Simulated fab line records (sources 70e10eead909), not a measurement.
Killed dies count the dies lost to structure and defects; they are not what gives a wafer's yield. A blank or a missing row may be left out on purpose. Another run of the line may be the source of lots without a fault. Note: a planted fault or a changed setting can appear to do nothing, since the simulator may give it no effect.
A struck lot beside a sound one + flow nand harc + 15 steps out of a route of 1159
Sound: these wafers, L353.4, L353.5, L353.6. Struck: wafer L365.2 (L365.3, L365.4, from the same lot, were not struck and are left out); the cause is given at the end.
Each step with rows lists, per side, the tool, then ch with its chambers, then its first start. Under that, the readings that differ: sound wafers + struck wafers + difference of the means + sigmas: that difference in standard deviations of wafers without a fault.
alike: same words and numbers on both sides, and readings whose means sit less than 2 such deviations apart. not compared: any withheld reading, any reading some wafer has no value for, any bound like >300 that may hide the same value, and any number with overlapping values for which the record gives no deviation.
The two part at a step that has a row with sigmas, a row that says differs or no value, or rows on one side only. Non-overlapping numbers with no deviation appear without sigmas and do not part them. A reading that every wafer of one side lacks parts them only if that side has two wafers or more.

first, 8 steps without rows for these wafers: NHARC_A_CHANNEL_HOLE_D1_COAT_36 (time 75 s); NHARC_A_CHANNEL_HOLE_D1_COAT_37 (time 65 s); NHARC_A_CHANNEL_HOLE_D1_COAT_04 (resist thk 90 nm); NHARC_A_CHANNEL_HOLE_D1_SOFTBAKE_05 (time 55 s); NHARC_A_CHANNEL_HOLE_D1_EBR_06; NHARC_A_CHANNEL_HOLE_D1_EXPOSE_07 (exposes mask HOLE D1, target cd 100 nm); NHARC_A_CHANNEL_HOLE_D1_PEB_08 (peb time 65 s); NHARC_A_CHANNEL_HOLE_D1_DEVELOP_09 (develop time 35 s).
NHARC_A_CHANNEL_HOLE_D1_CD_MEAS_10 targets a cd of 100 nm.
  sound on cd sem-03 ch 0, day 8 15:37; struck on cd sem-01 ch 0, day 11 06:55
  alike: cd nm
NHARC_A_CHANNEL_HOLE_D1_OVL_MEAS_11:
  sound on overlay-01, day 8 15:43; struck on overlay-02, day 11 06:59
| reading           | sound         | struck | difference | sigmas |
|-------------------|---------------|--------|------------|--------|
| overlay x nm (nm) | -0.1 0.1 -0.4 | 1.5    | +1.6       | +2     |
  alike: overlay y nm
NHARC_A_CHANNEL_HOLE_D1_INSPECT_12:
  sound on defect inspect-02, day 8 15:44; struck on defect inspect-02, day 11 07:02
  alike: raw defect count
NHARC_A_CHANNEL_HOLE_D1_DESCUM_15: chemistry O2, time 3 s.
  sound on rie diel-13 ch 0,2,3, day 8 15:49; struck on rie diel-13 ch 2, day 11 07:05
  alike: drypump motor current A, oes product au, rf vpp V, showerhead plenum p Torr, throttle valve pct
  not compared: rf hours counter h
NHARC_A_CHANNEL_HOLE_D1_ETCH_38: etches the open film in CF4, target depth 39 nm, time 65 s.
  sound on rie diel-13 ch 1,2, day 8 15:53; struck on rie diel-13 ch 0, day 11 07:11
| reading                     | sound             | struck | difference | sigmas |
|-----------------------------|-------------------|--------|------------|--------|
| drypump motor current A (A) | 5.4 5.5 5.4       | 6.2    | +0.8       | +2     |
| oes product au (a.u.)       | 1.021 1.035 1.019 | 0.987  | -0.038     | -3     |
| run length s (s)            | 86.4 85.8 86.2    | 71.0   | -15.1      | -39    |
  alike: rf vpp V, showerhead plenum p Torr, throttle valve pct
  not compared: rf hours counter h
NHARC_A_CHANNEL_HOLE_D1_ETCH_39: etches the open film in N2/H2, target depth 260 nm, time 325 s.
  sound on rie diel-13 ch 0,1; struck on rie diel-13 ch 1
  alike: drypump motor current A, oes product au, rf vpp V, run length s, showerhead plenum p Torr, throttle valve pct
  not compared: rf hours counter h
-- the record jumps here: 11 days lie between the struck wafers' starts before and after (it left off in module A_CHANNEL_HOLE_D1 and takes up again in module END, whose first step shown is number 1159 of the route) --
NHARC_END_SORT_01:
  the record has rows for the struck wafers here (prober-01 ch 0, day 21 21:32) and none for the sound ones

== WHERE THEY PART ==
Last at NHARC_END_SORT_01 as far as this record goes, first at NHARC_A_CHANNEL_HOLE_D1_OVL_MEAS_11.

WHY: the cause the simulator had injected
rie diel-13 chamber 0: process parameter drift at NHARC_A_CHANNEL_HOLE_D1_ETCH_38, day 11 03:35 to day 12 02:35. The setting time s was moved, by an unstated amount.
